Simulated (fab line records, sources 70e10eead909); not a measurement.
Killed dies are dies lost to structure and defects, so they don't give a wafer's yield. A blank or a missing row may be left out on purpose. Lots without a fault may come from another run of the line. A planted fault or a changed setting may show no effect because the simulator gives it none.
fab line records | flow nand_harc
record lots=7 wafers=21 last_day=32
route steps=1302 shown A_M1@1181 END@1302
lots that met no fault: from a run of the same line without faults
start_h: hours from the record's first day to the start of the lot's first wafer shown | wait_h: hours since the lot's step before | " the same as in the row above | L1.1+2: a row that stands for several wafers | - no value, or no start given | * or withheld: withheld | < > ~ a bound
route shown NAME@n: a module of which the file shows steps, and the number in the route of the first | usual: mean/standard deviation of fault-free wafers | same: alike in all rows | chamber/n: place in a boat | sites: the reading at each site | _std_site: their standard deviation | _edge_site: outer sites' mean less inner sites' | radius_mm: how far each site lies from the wafer's centre | mask NAME#n: copy n | behind: the tool/chamber that last shaped the wafer | hold: why the lot was held/for how many hours/how that ended | device: the transistor (n, p or np) that didn't switch | end of line: the same wafers' tests at the end of the route | a step without rows: its recipe alone | killed: dies lost to structure and defects at the first sort, not the wafer's yield | map: a wafer's dies, x killed, . not, _ none there
set.NAME: the setting as run; set.NAME@STEP: as run at that earlier step | model.NAME: the simulator's own value behind a step, which no gauge read
lots at some steps of the route; a table a step, a row a wafer
services: from which hour (start_h, from the record's first day; less than 0 if before it) a tool's chamber was out of use, for how many hours, and why
## steps
# step NHARC_A_M1_INSPECT_11
# usual raw_defect_count=86/43
# columns lot.wafer tool chamber start_h wait_h raw_defect_count
L299.3 defect_inspect-02 - 525.54 0.0 65
L299.5 " - " " 46
L299.6 " - " " 64
L302.2 defect_inspect-02 - 552.90 0.0 122
L302.3 " - " " 113
L302.5 " - " " 117
L305.1 defect_inspect-02 - 595.62 0.0 141
L305.2 " - " " 127
L305.3 " - " " 135
L307.1 defect_inspect-01 - 608.54 0.0 42
L307.3 " - " " 38
L307.5 " - " " 35
L306.1 defect_inspect-02 - 612.17 0.0 112
L306.3 " - " " 136
L306.6 " - " " 151
L318.1 defect_inspect-02 - 717.30 0.0 96
L318.3 " - " " 73
L318.4 " - " " 90
L319.1 defect_inspect-01 - 735.60 0.0 92
L319.2 " - " " 90
L319.4 " - " " 80
# step NHARC_A_M1_DESCUM_14
# recipe time_s=3 o2_flow_sccm=200 ar_flow_sccm=0 bias_power_w=0 chemistry=O2
# step NHARC_A_M1_ETCH_35
# recipe target_depth_a=400 overetch_a=120 time_s=43.94 ion_energy_ev=200 n2_flow_sccm=150 h2_flow_sccm=150 ar_flow_sccm=0 rf_w=400 bias_w=150 chemistry=N2/H2
# usual drypump_motor_current_A=6.0/0.44 oes_product_au=0.999/0.0085 rf_vpp_V=431.1/2.6 showerhead_plenum_p_Torr=2.06/0.087 throttle_valve_pct=14.171/0.009
# columns lot.wafer tool chamber start_h wait_h drypump_motor_current_A oes_product_au rf_hours_counter_h rf_vpp_V showerhead_plenum_p_Torr throttle_valve_pct
L299.3 rie_diel-02 0 525.69 0.1 6.4 1.011 3.5 428.8 1.96 14.159
L299.5 " 2 " " 6.4 0.994 - 429.5 2.01 14.179
L299.6 " 3 " " 5.6 0.987 - 432.1 2.11 14.177
L302.2 rie_diel-02 1 553.05 0.1 6.2 1.006 4.4 434.9 2.18 14.177
L302.3 " 3 " " 5.6 0.991 4.3 431.0 2.11 14.185
L302.5 " 2 " " 6.4 1.009 - 429.1 2.01 14.172
L305.1 rie_diel-06 0 595.77 0.1 6.1 0.993 5.8 429.7 1.97 14.170
L305.2 " 1 " " 5.9 0.997 5.3 435.1 2.14 14.174
L305.3 " 2 " " 6.6 1.010 5.2 428.9 2.01 14.167
L307.3 rie_diel-06 1 608.68 0.1 5.9 0.991 5.5 433.5 2.14 14.171
L307.1 " 0 " " 6.0 0.994 6.0 428.8 1.97 14.156
L307.5 " 1 " " 5.9 0.996 - 433.4 2.14 14.168
L306.1 rie_diel-04 0 612.32 0.1 5.4 1.008 4.9 432.3 2.14 14.167
L306.3 " 2 " " 5.0 0.988 5.4 433.0 2.14 14.173
L306.6 " 1 " " 5.7 0.993 - 430.7 2.04 14.164
L318.1 rie_diel-02 2 717.52 0.1 6.4 0.986 2.8 429.9 2.01 14.176
L318.4 " 3 " " 5.6 1.011 3.1 433.2 2.11 14.187
L318.3 " 1 " " 6.2 1.011 3.1 435.0 2.18 14.167
L319.1 rie_diel-02 3 735.75 0.1 5.6 1.006 3.4 433.1 2.11 14.176
L319.2 " 0 " " 6.4 0.992 3.4 427.2 1.96 14.168
L319.4 " 1 " " 6.2 1.006 3.5 434.8 2.18 14.182
# step NHARC_A_M1_ETCH_15
# recipe target_depth_a=1825 time_s=91.2 c4f8_flow_sccm=withheld ar_flow_sccm=400 rf_w=600 bias_w=300 chemistry=C4F8/Ar
# step NHARC_A_M1_CD_MEAS_16
# usual cd_nm=119.5/0.77
# columns lot.wafer tool chamber start_h wait_h cd_nm
L299.3 cd_sem-01 - 525.91 - 120.7
L299.5 " - " " 118.6
L299.6 " - " " 120.8
L302.2 cd_sem-01 - 553.27 - 118.0
L302.3 " - " " 118.6
L302.5 " - " " 119.1
L305.1 cd_sem-03 - 595.98 - 119.2
L305.2 " - " " 120.2
L305.3 " - " " 118.8
L307.1 cd_sem-02 - 608.90 - 120.0
L307.3 " - " " 119.7
L307.5 " - " " 119.2
L306.1 cd_sem-01 - 612.55 - 120.6
L306.3 " - " " 119.5
L306.6 " - " " 119.8
L318.1 cd_sem-02 - 717.73 - 119.2
L318.3 " - " " 118.9
L318.4 " - " " 119.6
L319.1 cd_sem-03 - 735.97 - 120.6
L319.2 " - " " 120.1
L319.4 " - " " 118.6
# step NHARC_A_M1_STRIP_18
# recipe power_w=1000 n2_flow_sccm=150 h2_flow_sccm=150 ar_flow_sccm=0 bias_w=0 chemistry=N2/H2
# usual drypump_motor_current_A=6.0/0.44 oes_product_au=0.999/0.0094 power_w=999.8/2.8 rf_vpp_V=90.9/0.87 showerhead_plenum_p_Torr=2.06/0.09 throttle_valve_pct=14.171/0.0092
# columns lot.wafer tool chamber start_h wait_h drypump_motor_current_A oes_product_au power_w rf_hours_counter_h rf_vpp_V showerhead_plenum_p_Torr throttle_valve_pct
L299.3 rie_diel-06 3 526.03 0.1 5.9 0.988 1001.9 1 88.1 1.92 14.183
L299.5 " 1 " " 5.9 0.998 996.8 - 91.1 2.15 14.179
L299.6 " 2 " " 6.6 0.997 996.9 - 89.9 2.01 14.176
L302.2 rie_diel-06 3 553.34 0.1 5.9 0.997 1000.6 3 90.3 1.92 14.179
L302.3 " 1 " " 5.9 0.996 995.7 2 90.9 2.14 14.165
L302.5 " 3 " " 5.9 0.990 999.2 - 91.0 1.92 14.164
L305.3 rie_diel-04 3 596.06 0.1 6.1 0.995 1000.6 4 92.1 2.19 14.154
L305.2 " 0 " " 5.4 0.999 994.8 4 91.7 2.14 14.189
L305.1 " 2 " " 5.0 0.979 1002.5 5 90.9 2.14 14.178
L307.3 rie_diel-02 3 609.03 0.1 5.6 1.010 995.2 0 90.5 2.11 14.168
L307.1 " 0 " " 6.4 1.001 1000.1 0 91.4 1.96 14.169
L307.5 " 2 " " 6.4 1.007 999.8 - 91.5 2.01 14.149
L306.3 rie_diel-06 3 612.66 0.1 5.9 0.975 1001.0 6 90.7 1.92 14.172
L306.1 " 0 " " 6.1 0.994 999.1 6 91.0 1.97 14.162
L306.6 " 2 " " 6.7 1.002 1001.4 - 91.2 2.01 14.180
L318.1 rie_diel-02 0 717.81 0.1 6.4 1.004 995.8 3 90.1 1.96 14.164
L318.4 " 2 " " 6.4 0.987 1001.7 3 90.5 2.01 14.179
L318.3 " 3 " " 5.6 1.016 1001.2 3 91.6 2.11 14.182
L319.2 rie_diel-04 0 736.05 0.1 5.4 0.989 1000.7 2 90.8 2.13 14.174
L319.4 " 1 " " 5.7 1.012 999.0 1 90.9 2.03 14.154
L319.1 " 2 " " 5.0 1.001 1000.5 1 91.6 2.13 14.167
# step NHARC_A_M1_ETCH_28
# recipe target_depth_a=300 over_etch_frac=0.3 time_s=72.99 ion_energy_ev=150 cf4_flow_sccm=50 n2_flow_sccm=100 ar_flow_sccm=150 rf_w=300 bias_w=100 chemistry=CF4/N2
# usual drypump_motor_current_A=6.0/0.43 oes_product_au=0.998/0.0089 rf_vpp_V=314.5/1.9 showerhead_plenum_p_Torr=2.65/0.11 throttle_valve_pct=19.795/0.0085
# columns lot.wafer tool chamber start_h wait_h drypump_motor_current_A oes_product_au rf_hours_counter_h rf_vpp_V showerhead_plenum_p_Torr throttle_valve_pct
L299.3 rie_diel-06 2 - - 6.6 1.008 1 313.4 2.59 19.790
L299.5 " 3 " " 5.9 0.991 - 311.1 2.48 19.788
L299.6 " 0 " " 6.1 0.997 - 312.0 2.55 19.798
L302.2 rie_diel-06 0 - - 6.1 1.004 3 312.7 2.55 19.789
L302.3 " 1 " " 5.9 0.991 2 317.5 2.75 19.800
L302.5 " 3 " " 5.9 0.996 - 310.8 2.48 19.799
L305.2 rie_diel-04 2 - - 5.0 0.983 5 315.8 2.74 19.807
L305.1 " 3 " " 6.1 1.008 4 317.8 2.80 19.811
L305.3 " 0 " " 5.4 0.999 4 316.5 2.74 19.805
L307.1 rie_diel-02 0 - - 6.4 0.995 0 313.8 2.53 19.797
L307.3 " 3 " " 5.6 0.999 0 314.6 2.71 19.783
L307.5 " 0 " " 6.4 0.985 - 312.2 2.53 19.800
L306.1 rie_diel-06 3 - - 5.9 0.996 6 312.4 2.48 19.794
L306.3 " 0 " " 6.1 1.001 6 312.6 2.54 19.789
L306.6 " 0 " " 6.1 0.994 - 312.1 2.54 19.786
L318.3 rie_diel-02 1 - - 6.2 1.012 3 316.9 2.79 19.813
L318.4 " 2 " " 6.4 1.001 3 313.6 2.59 19.804
L318.1 " 3 " " 5.6 1.007 3 315.7 2.71 19.790
L319.2 rie_diel-04 3 - - 6.1 1.010 2 316.8 2.80 19.783
L319.4 " 1 " " 5.7 1.011 1 314.3 2.62 19.791
L319.1 " 2 " " 5.0 0.996 1 314.6 2.74 19.793
# step NHARC_A_M1_STRIP_19
# recipe time_s=600 temp_c=30 chemistry=post_etch_residue_remover
# step NHARC_A_M1_DEGAS_29
# recipe temp_c=250 time_s=60
# step NHARC_A_M1_PRE_CLEAN_30
# recipe time_s=30 temp_c=280 gas=H2/He
# step NHARC_A_M1_PVD_20
# recipe target_thk_a=50 bias_v=168.6 power_w=15000 chamber_pressure_pa=0.12 time_s=8.06 substrate_temp_c=50 material=TaN
# step NHARC_A_M1_PVD_21
# recipe target_thk_a=300 chamber_pressure_pa=5 power_w=5000 substrate_temp_c=30 time_s=20.49 material=Cu
# usual throttle_valve_pct=29.7/0.71
# columns lot.wafer tool chamber start_h wait_h throttle_valve_pct
L299.3 pvd_sputter-03 - - - 29.2
L299.5 " - " " 29.2
L299.6 " - " " 29.3
L302.2 pvd_sputter-03 - - - 31.1
L302.3 " - " " 29.9
L302.5 " - " " 29.3
L305.3 pvd_sputter-03 - - - 28.9
L305.2 " - " " 29.9
L305.1 " - " " 29.2
L307.1 pvd_sputter-03 - - - 31.1
L307.3 " - " " 28.8
L307.5 " - " " 30.2
L306.1 pvd_sputter-03 - - - 28.9
L306.3 " - " " 29.3
L306.6 " - " " 30.0
L318.1 pvd_sputter-01 - - - 29.6
L318.3 " - " " 29.7
L318.4 " - " " 30.6
L319.2 pvd_sputter-03 - - - 28.9
L319.1 " - " " 29.0
L319.4 " - " " 28.2
# step NHARC_A_M1_ECD_22
# recipe target_thk_a=4000 bath_temp_c=25 material=Cu
# columns lot.wafer tool chamber start_h wait_h
L299.3+5+6 ecd_cu-02 0,0,1 527.08 -
L302.2+3+5 ecd_cu-01 0,0,1 554.34 -
L305.2+1+3 ecd_cu-01 0,1,0 597.06 -
L307.1+3+5 ecd_cu-01 0,0,1 609.98 -
L306.1+3+6 ecd_cu-01 1,0,0 613.69 -
L318.1+4+3 ecd_cu-02 0,1,0 718.86 -
L319.1+2+4 ecd_cu-01 1,0,0 737.05 -
# step NHARC_A_M1_ANNEAL_31
# recipe temp_c=225 time_s=90
# usual wafer_temp_C_max=225.82/0.22
# columns lot.wafer tool chamber start_h wait_h wafer_temp_C_max
L299.3 rtp_anneal-01 0 527.56 - 226.00
L299.5 " 0 " " 226.08
L299.6 " 0 " " 226.05
L302.2 rtp_anneal-02 0 554.78 0.4 225.94
L302.3 " 0 " " 225.96
L302.5 " 0 " " 225.91
L305.1 rtp_anneal-02 0 597.44 0.3 225.66
L305.2 " 0 " " 225.86
L305.3 " 0 " " 225.60
L307.1 rtp_anneal-01 0 610.35 - 225.71
L307.3 " 0 " " 225.83
L307.5 " 0 " " 225.66
L306.1 rtp_anneal-02 0 614.02 - 225.99
L306.3 " 0 " " 225.72
L306.6 " 0 " " 225.82
L318.1 rtp_anneal-01 0 719.19 0.3 225.70
L318.3 " 0 " " 226.17
L318.4 " 0 " " 225.78
L319.1 rtp_anneal-01 0 737.42 - 225.24
L319.2 " 0 " " 225.60
L319.4 " 0 " " 225.30
# step NHARC_A_M1_CMP_23
# recipe t_overpolish_s=20 target_thk_nm=154.34
# usual motor_current_A=12.0/0.99 time_to_endpoint_s=29.1/2.6
# same t_overpolish_s=20
# columns lot.wafer tool chamber start_h wait_h motor_current_A time_to_endpoint_s
L299.3 cmp-03 2 528.03 - 12.7 27.0
L299.5 " 1 " " 10.3 25.5
L299.6 " 2 " " 12.9 30.2
L302.3 cmp-04 0 555.07 - 11.5 22.5
L302.2 " 3 " " 10.4 26.5
L302.5 " 0 " " 11.5 25.6
L305.3 cmp-03 1 597.82 - 11.0 43.1
L305.2 " 2 " " 13.3 37.1
L305.1 " 3 " " 12.4 29.8
L307.3 cmp-04 2 610.72 - 13.0 42.3
L307.1 " 0 " " 12.2 38.8
L307.5 " 2 " " 12.5 29.6
L306.3 cmp-03 2 614.37 - 13.0 43.8
L306.1 " 3 " " 12.0 31.5
L306.6 " 2 " " 13.1 41.3
L318.1 cmp-03 2 719.53 - 13.7 23.9
L318.3 " 3 " " 12.5 28.6
L318.4 " 0 " " 12.0 27.4
L319.2 cmp-04 0 737.76 - 11.7 29.4
L319.4 " 1 " " 10.8 29.5
L319.1 " 2 " " 12.1 35.3
# step NHARC_A_M1_THK_MEAS_24
# recipe thk_meas_gauge=xrf
# usual thk_nm=154.4/1.5
# columns lot.wafer tool chamber start_h wait_h thk_nm
L299.3 film_metro-01 - 528.32 - 152.3
L299.5 " - " " 155.3
L299.6 " - " " 152.6
L302.2 film_metro-01 - 555.38 - 148.5
L302.3 " - " " 153.2
L302.5 " - " " 150.9
L305.1 film_metro-02 - 598.10 - 155.5
L305.2 " - " " 153.2
L305.3 " - " " 153.5
L307.1 film_metro-01 - 611.01 - 153.5
L307.3 " - " " 155.8
L307.5 " - " " 154.4
L306.1 film_metro-02 - 614.69 - 153.6
L306.3 " - " " 153.7
L306.6 " - " " 154.4
L318.1 film_metro-02 - 719.85 - 154.7
L318.3 " - " " 154.5
L318.4 " - " " 155.1
L319.1 film_metro-01 - 738.08 - 156.9
L319.2 " - " " 153.8
L319.4 " - " " 155.2
# step NHARC_END_SORT_01
# recipe temp_c=25
# usual defect_limited_yield=92.0/2.8 killed_at_array=49/18 killed_at_other=0.7/1.1 killed_at_periphery=4.0/2.6 killed_dies=54/19 killed_open=3.4/1.7 killed_short=2.5/1.7 sort_bin_2_pct=2.8/1.2 sort_bin_3_pct=0.6/0.4 sort_bin_4_pct=4.5/1.5 sort_n_pass=623/19 sort_rim_yield_pct=89/4.8 sort_yield_pct=92.0/2.8
# same gross_dies=677 sort_bin_5_pct[%]=0 sort_bin_6_pct[%]=0 sort_bin_7_pct[%]=0 sort_bin_8_pct[%]=0 sort_rim_n_gross=106.00
# columns lot.wafer tool chamber start_h wait_h defect_limited_yield[%] killed_at_array killed_at_other killed_at_periphery killed_dies killed_open killed_short sort_bin_2_pct[%] sort_bin_3_pct[%] sort_bin_4_pct[%] sort_n_pass sort_rim_yield_pct[%] sort_yield_pct[%]
L299.3 prober-02 0 560.99 3.1 94.5 30 0 7 37 3 3 1.9 0.3 3.2 640 89 94.5
L299.5 prober-02 0 562.59 3.7 93.4 37 0 8 45 2 6 1.8 0.6 4.3 632 92 93.4
L299.6 prober-02 0 563.40 4.0 93.9 35 0 6 41 4 4 1.9 0.6 3.5 636 84 93.9
L302.2 prober-02 0 591.10 2.8 91.1 58 0 2 60 3 3 2.5 1.0 5.3 617 86 91.1
L302.3 prober-02 0 591.89 3.1 88.9 68 0 7 75 6 1 3.1 1.0 6.9 602 85 88.9
L302.5 prober-02 0 593.47 3.7 95.9 26 0 2 28 5 1 1.8 0.4 1.9 649 88 95.9
L305.1 prober-02 0 630.66 2.5 91.9 53 1 1 55 6 3 4.1 0.9 3.1 622 85 91.9
L305.2 prober-02 0 631.47 2.8 88.2 78 0 2 80 4 4 4.3 0.6 6.9 597 88 88.2
L305.3 prober-02 0 632.28 3.1 89.7 66 0 4 70 6 3 5.2 0.6 4.6 607 80 89.7
L307.1 prober-01 0 645.40 2.5 94.1 35 1 4 40 6 1 1.8 0 4.1 637 92 94.1
L307.3 prober-01 0 647.01 3.1 94.7 29 1 6 36 2 4 1.6 0.1 3.5 641 92 94.7
L307.5 prober-01 0 648.61 3.7 94.1 35 1 4 40 3 5 1.8 0.4 3.7 637 93 94.1
# killed by level:class
L299.3 A_CHANNEL_HOLE_D2:chamber_film_flake=11 A_STAIRCASE:chamber_film_flake=7 P_BONDPAD:chamber_film_flake=3 A_WL_FILL:chamber_film_flake=3 P_ZERO_WELL:chamber_film_flake=2 A_CHANNEL_HOLE_D1:chamber_film_flake=2 A_CONTACT:chamber_film_flake=2 P_CONTACT:geometric_particle:open=1
L299.5 A_CHANNEL_HOLE_D2:chamber_film_flake=23 P_BONDPAD:chamber_film_flake=6 A_WL_FILL:geometric_particle:short=3 A_STAIRCASE:chamber_film_flake=3 A_WL_FILL:chamber_film_flake=2 A_CONTACT:chamber_film_flake=2 P_M0:geometric_particle:open=1 P_M0:geometric_particle:short=1
L299.6 A_CHANNEL_HOLE_D2:chamber_film_flake=12 A_WL_FILL:chamber_film_flake=6 A_CHANNEL_HOLE_D1:chamber_film_flake=5 P_BONDPAD:chamber_film_flake=4 A_STAIRCASE:chamber_film_flake=3 A_BLC:geometric_particle:short=2 P_M0:geometric_particle:open=1 A_ONON_D1:geometric_particle:short=1
L302.2 A_CHANNEL_HOLE_D2:chamber_film_flake=27 A_CHANNEL_HOLE_D1:chamber_film_flake=16 A_CONTACT:chamber_film_flake=3 P_GATE:chamber_film_flake=2 A_CHANNEL_FILL_D1:chamber_film_flake=2 A_DECK1_JOINT:chamber_film_flake=2 A_SOURCE_PLATE:geometric_particle:open=1 A_CHANNEL_HOLE_D1:geometric_particle:open=1
L302.3 A_CHANNEL_HOLE_D2:chamber_film_flake=34 A_CHANNEL_HOLE_D1:chamber_film_flake=14 A_CHANNEL_FILL_D1:chamber_film_flake=5 P_STI:chamber_film_flake=4 A_CONTACT:chamber_film_flake=4 A_DECK1_JOINT:chamber_film_flake=3 A_ONON_D1:geometric_particle:open=2 P_GATE:chamber_film_flake=2
L302.5 A_CHANNEL_HOLE_D2:chamber_film_flake=10 A_CHANNEL_HOLE_D1:chamber_film_flake=8 P_M1:geometric_particle:open=2 A_ONON_D2:geometric_particle:open=2 A_CHANNEL_FILL_D1:chamber_film_flake=2 A_CHANNEL_HOLE_D2:geometric_particle:open=1 A_SGD_CUT:geometric_particle:short=1 A_STAIRCASE:chamber_film_flake=1
L305.1 A_SLIT:chamber_film_flake=24 A_CHANNEL_HOLE_D1:chamber_film_flake=11 A_CHANNEL_HOLE_D2:chamber_film_flake=7 A_SOURCE_PLATE:geometric_particle:open=2 A_CONTACT:chamber_film_flake=2 P_M1:geometric_particle:open=1 A_ONON_D2:geometric_particle:open=1 A_CHANNEL_FILL_D2:geometric_particle:open=1
L305.2 A_CHANNEL_HOLE_D2:chamber_film_flake=28 A_CHANNEL_HOLE_D1:chamber_film_flake=22 A_SLIT:chamber_film_flake=19 A_CONTACT:chamber_film_flake=2 P_CONTACT:geometric_particle:open=1 P_M0:geometric_particle:open=1 A_ONON_D1:geometric_particle:short=1 A_CHANNEL_HOLE_D1:geometric_particle:open=1
L305.3 A_CHANNEL_HOLE_D1:chamber_film_flake=26 A_SLIT:chamber_film_flake=15 A_CHANNEL_HOLE_D2:chamber_film_flake=12 A_STAIRCASE:chamber_film_flake=4 P_CONTACT:geometric_particle:open=2 A_CHANNEL_FILL_D2:chamber_film_flake=2 P_STI:geometric_particle:short=1 P_CONTACT:geometric_particle:short=1
L307.1 A_CHANNEL_HOLE_D2:chamber_film_flake=13 A_CHANNEL_HOLE_D1:chamber_film_flake=6 A_CHANNEL_FILL_D2:chamber_film_flake=4 A_ONON_D1:geometric_particle:open=2 A_WL_FILL:geometric_particle:open=2 P_GATE:chamber_film_flake=2 A_CHANNEL_FILL_D1:chamber_film_flake=2 A_STAIRCASE:chamber_film_flake=2
L307.3 A_CHANNEL_HOLE_D2:chamber_film_flake=13 P_GATE:chamber_film_flake=3 A_CHANNEL_HOLE_D1:chamber_film_flake=3 A_STAIRCASE:chamber_film_flake=3 A_CHANNEL_FILL_D2:geometric_particle:short=2 A_CHANNEL_FILL_D2:chamber_film_flake=2 A_CONTACT:chamber_film_flake=2 P_M1:geometric_particle:open=1
L307.5 A_CHANNEL_HOLE_D2:chamber_film_flake=12 A_CONTACT:chamber_film_flake=7 A_STAIRCASE:chamber_film_flake=3 P_BONDPAD:chamber_film_flake=2 A_CHANNEL_HOLE_D1:chamber_film_flake=2 A_WL_FILL:chamber_film_flake=2 P_CONTACT:geometric_particle:open=1 A_ONON_D2:geometric_particle:open=1
## services
# columns tool chamber start_h hours kind
cmp-04 - 503.00 4.0 pm
ecd_cu-01 - 512.28 8.0 pm
cmp-04 - 522.24 0.9 repair
rie_diel-04 - 531.95 9.0 pm
pvd_sputter-03 - 532.20 10.0 pm
cmp-04 - 535.98 1.9 repair
rie_diel-02 0 542.29 1.4 repair
rie_diel-06 2 544.64 3.0 repair
cmp-03 - 554.00 4.0 pm
rie_diel-02 - 570.75 9.0 pm
cmp-04 - 586.88 2.2 repair
cmp-03 - 595.90 1.5 repair
cmp-04 - 601.00 4.0 pm
rie_diel-06 - 611.86 0.5 repair
rie_diel-04 2 632.46 3.9 repair
cmp-03 - 652.00 4.0 pm
rie_diel-02 2 661.23 5.2 repair
rie_diel-06 - 661.58 9.0 pm
rie_diel-04 - 676.21 0.2 repair
rie_diel-06 2 684.46 6.3 repair
ecd_cu-01 - 688.28 8.0 pm
pvd_sputter-03 - 701.98 4.9 repair
rie_diel-04 - 708.95 9.0 pm
pvd_sputter-03 - 710.20 10.0 pm
## key
first_sign step=NHARC_A_M1_CMP_23 reading=time_to_endpoint_s direction=up sigmas=4.6 usual=* struck=*
effect none on later readings
met_at NHARC_A_M1_ECD_22
struck_wafers L305.2,L305.3,L306.3,L306.6,L307.1,L307.3
onset_between 554.34 597.06
fault kind=process_parameter_drift tool=ecd_cu-01 chamber=0 onset_h=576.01 steps=NHARC_A_M1_ECD_22 channel=target_thk_a offset=* shape=step end_h=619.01 acts_in=* stated=*
